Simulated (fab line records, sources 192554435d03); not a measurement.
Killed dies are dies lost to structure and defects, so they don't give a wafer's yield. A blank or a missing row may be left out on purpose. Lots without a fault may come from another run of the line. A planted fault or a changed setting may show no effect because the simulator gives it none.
Which tool did it? | flow n5_finfet | 10 lots, 30 wafers sampled, at 6 steps of a route of 1938

WHAT THE GAUGES READ, wafer by wafer
N5_BEOL_M11_OCD_MEAS_38. Usual: trench_depth_nm 149.1 nm, standard deviation 1.9.
lot  | measured     | on     | trench_depth_nm (nm) | flag
L712 | day 9 22:04  | ocd-01 | 146.9 146.6 146.0    |
L713 | day 10 07:04 | ocd-02 | 150.7 147.1 147.6    |
L714 | day 11 02:22 | ocd-02 | 152.5 150.6 149.4    |
L717 | day 11 02:50 | ocd-02 | 150.2 149.8 146.0    |
L719 | day 11 20:40 | ocd-01 | 150.6 149.4 147.4    |
L726 | day 13 21:47 | ocd-02 | 149.7 145.9 148.8    |
L728 | day 14 15:54 | ocd-02 | 152.5 151.4 153.1    |
L731 | day 15 05:58 | ocd-02 | 149.2 150.2 147.4    |
L734 | day 15 20:09 | ocd-01 | 149.5 148.3 148.1    |
L735 | day 16 05:29 | ocd-01 | 148.7 147.6 149.3    |

N5_BEOL_M11_RS_MEAS_57: measures by four-point-probe. Usual: M11_RS 0.1503 ohm/sq, standard deviation 0.0025.
lot  | measured     | on            | M11_RS (ohm/sq)      | flag
L712 | day 10 02:19 | film_metro-02 | 0.1518 0.1512 0.1512 |
L713 | day 10 11:17 | film_metro-01 | 0.1476 0.1534 0.1524 |
L714 | day 11 06:10 | film_metro-01 | 0.1479 0.1482 0.1513 |
L717 | day 11 06:26 | film_metro-01 | 0.1492 0.1495 0.1554 |
L719 | day 12 00:29 | film_metro-01 | 0.1481 0.1482 0.1508 |
L726 | day 14 00:17 | film_metro-01 | 0.1489 0.1546 0.1528 |
L728 | day 14 19:15 | film_metro-01 | 0.1470 0.1512 0.1475 |
L731 | day 15 08:40 | film_metro-02 | 0.1498 0.1473 0.1520 |
L734 | day 15 23:59 | film_metro-02 | 0.1509 0.1501 0.1509 |
L735 | day 16 08:01 | film_metro-01 | 0.1493 0.1515 0.1492 |

N5_BEOL_M12_THK_MEAS_01. Usual: M12_ILD_THK 659 nm, standard deviation 9.1.
lot  | measured     | on            | M12_ILD_THK (nm) | flag
L712 | day 10 02:31 | film_metro-01 | 658 670 672      |
L713 | day 10 11:31 | film_metro-01 | 662 657 669      |
L714 | day 11 06:22 | film_metro-01 | 652 651 658      |
L717 | day 11 06:38 | film_metro-02 | 667 652 670      |
L719 | day 12 00:41 | film_metro-02 | 656 665 668      |
L726 | day 14 00:30 | film_metro-02 | 564 593 582      | OFF
L728 | day 14 19:26 | film_metro-01 | 648 660 653      |
L731 | day 15 08:52 | film_metro-01 | 581 571 600      | OFF
L734 | day 16 00:11 | film_metro-02 | 657 664 651      |
L735 | day 16 08:13 | film_metro-02 | 642 657 649      |

N5_BEOL_M12_OCD_MEAS_35. Usual: trench_depth_nm 321 nm, standard deviation 4.7.
lot  | measured     | on     | trench_depth_nm (nm) | flag
L712 | day 10 04:51 | ocd-02 | 320 321 314          |
L713 | day 10 16:28 | ocd-02 | 321 321 310          |
L714 | day 11 08:19 | ocd-02 | 324 323 325          |
L717 | day 11 08:44 | ocd-01 | 328 324 328          |
L719 | day 12 02:32 | ocd-01 | 328 323 329          |
L726 | day 14 02:19 | ocd-02 | 305 313 312          |
L728 | day 14 21:29 | ocd-01 | 328 317 317          |
L731 | day 15 11:14 | ocd-01 | 308 303 313          |
L734 | day 16 02:02 | ocd-01 | 316 323 318          |
L735 | day 16 10:09 | ocd-01 | 313 322 313          |

WHICH TOOL RAN EACH LOT (tool, then ch and the chambers of the sampled wafers, then the start)
lot  | N5_BEOL_M11_ALD_74                  | N5_BEOL_M12_ILD_DEP_00
L712 | ald_metal-02 ch 0,1,3, day 9 23:04  | pecvd-02 ch 0,1,2, day 10 02:23
L713 | ald_metal-02 ch 0,2,3, day 10 07:47 | pecvd-01 ch 0,1, day 10 11:20
L714 | ald_metal-04 ch 0,1,2, day 11 03:04 | pecvd-03 ch 0,1,2, day 11 06:13
L717 | ald_metal-03 ch 1,2,3, day 11 03:28 | pecvd-01 ch 0,2, day 11 06:31
L719 | ald_metal-04 ch 0,1,2, day 11 21:34 | pecvd-03 ch 0,2, day 12 00:34
L726 | ald_metal-03 ch 1,2,3, day 13 22:23 | pecvd-01 ch 0,1,2, day 14 00:21
L728 | ald_metal-03 ch 0,2,3, day 14 17:20 | pecvd-03 ch 0,1, day 14 19:19
L731 | ald_metal-02 ch 1,2,3, day 15 07:01 | pecvd-01 ch 0,1, day 15 08:44
L734 | ald_metal-04 ch 1,2,3, day 15 21:01 | pecvd-03 ch 1,2, day 16 00:03
L735 | ald_metal-04 ch 0,1,2, day 16 06:17 | pecvd-03 ch 0,1,2, day 16 08:04
- N5_BEOL_M11_ALD_74: deposits TaN, target thk 2 nm, pulse time 2 s, purge time 3 s.
- N5_BEOL_M12_ILD_DEP_00: deposits SiOC from DEMS/O2, target thk 658.92 nm, time 130.7 s.

WHAT THE TOOLS THEMSELVES READ (means of the sampled wafers that have a number; where no wafer has one, the mark that the record gives instead)
N5_BEOL_M11_ALD_74. Usual: chamber_pressure_Torr 3.000 Torr, standard deviation 0.0063; heater_power_w 405 W, standard deviation 23; mfc_carrier_sccm 1500 sccm, standard deviation 4.6; precursor_vessel_pressure_torr 26.24 Torr, standard deviation 0.052; susceptor_temp_C 275.00 C, standard deviation 0.18.
lot  | tool         | chamber_pressure_Torr (Torr) | heater_power_w (W) | mfc_carrier_sccm (sccm) | precursor_vessel_pressure_torr (Torr) | susceptor_temp_C (C) | flag
L712 | ald_metal-02 | 3.003                        | 397                | 1497                    | 26.25                                 | 275.12               |
L713 | ald_metal-02 | 3.003                        | 389                | 1501                    | 26.26                                 | 275.12               |
L714 | ald_metal-04 | 2.998                        | 396                | 1500                    | 26.25                                 | 274.91               |
L717 | ald_metal-03 | 2.994                        | 430                | 1496                    | 26.28                                 | 275.00               |
L719 | ald_metal-04 | 3.002                        | 396                | 1502                    | 26.30                                 | 275.04               |
L726 | ald_metal-03 | 3.007                        | 430                | 1501                    | 26.25                                 | 275.07               |
L728 | ald_metal-03 | 3.000                        | 422                | 1498                    | 26.27                                 | 274.83               |
L731 | ald_metal-02 | 2.996                        | 400                | 1504                    | 26.17                                 | 275.05               |
L734 | ald_metal-04 | 2.998                        | 386                | 1502                    | 26.31                                 | 275.03               |
L735 | ald_metal-04 | 2.992                        | 386                | 1497                    | 26.27                                 | 275.07               |

N5_BEOL_M12_ILD_DEP_00. Usual: chamber_pressure_Torr 5.000 Torr, standard deviation 0.0099; heater_power_w 486 W, standard deviation 50; showerhead_plenum_p_Torr 5.697 Torr, standard deviation 0.013; susceptor_temp_C 349.96 C, standard deviation 0.19; throttle_valve_pct 12.3 %, standard deviation 0.58.
lot  | tool     | chamber_pressure_Torr (Torr) | heater_power_w (W) | showerhead_plenum_p_Torr (Torr) | susceptor_temp_C (C) | throttle_valve_pct (%) | flag
L712 | pecvd-02 | 4.998                        | 504                | 5.683                           | 349.99               | 12.2                   |
L713 | pecvd-01 | 5.001                        | 477                | 5.695                           | 349.80               | 12.6                   |
L714 | pecvd-03 | 5.004                        | 466                | 5.703                           | 349.96               | 12.5                   |
L717 | pecvd-01 | 4.988                        | 437                | 5.692                           | 349.94               | 11.6                   |
L719 | pecvd-03 | 4.995                        | 479                | 5.709                           | 349.77               | 12.3                   |
L726 | pecvd-01 | 5.003                        | 465                | 5.684                           | 350.09               | 12.0                   |
L728 | pecvd-03 | 4.993                        | 529                | 5.712                           | 349.79               | 12.8                   |
L731 | pecvd-01 | 5.007                        | 455                | 5.694                           | 350.16               | 12.7                   |
L734 | pecvd-03 | 4.995                        | 464                | 5.698                           | 350.03               | 12.3                   |
L735 | pecvd-03 | 5.001                        | 477                | 5.705                           | 350.13               | 12.5                   |

THE ANSWER, worked out from the rows above alone
Rule: a lot is off if the mean of its wafers that have a number lies more than 3 standard deviations from the usual mean. A lot without any number at a reading at which 4 lots or more have one is off too. The other lots that the step has rows for count as sound. The gauges are gone through in route order, then the tools' own readings, and for those a lot's mean is taken as printed above. The first step at which some lot is off is used, and at that step the reading that is off furthest; a lot without a number counts as furthest.
Off: L726, L731, at N5_BEOL_M12_THK_MEAS_01 (M12_ILD_THK).
A tool fits if, at a process step before that reading, it ran every lot that is off, and no sound lot after the first of them. The gauges at N5_BEOL_M12_THK_MEAS_01 are tried like those tools. One fits: pecvd-01 at N5_BEOL_M12_ILD_DEP_00. Its last sound lot is L717 (day 11 06:31), its first lot that is off L726 (day 14 00:21): a fault that began between those two fits.

WHAT THE SIMULATOR HAD PUT IN
Site profile drift: pecvd-01, from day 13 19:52 on, at N5_BEOL_M12_ILD_DEP_00. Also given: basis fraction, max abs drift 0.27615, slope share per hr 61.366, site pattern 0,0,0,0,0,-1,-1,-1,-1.
Lots struck among those shown: L726, L731. The rule above found the same.
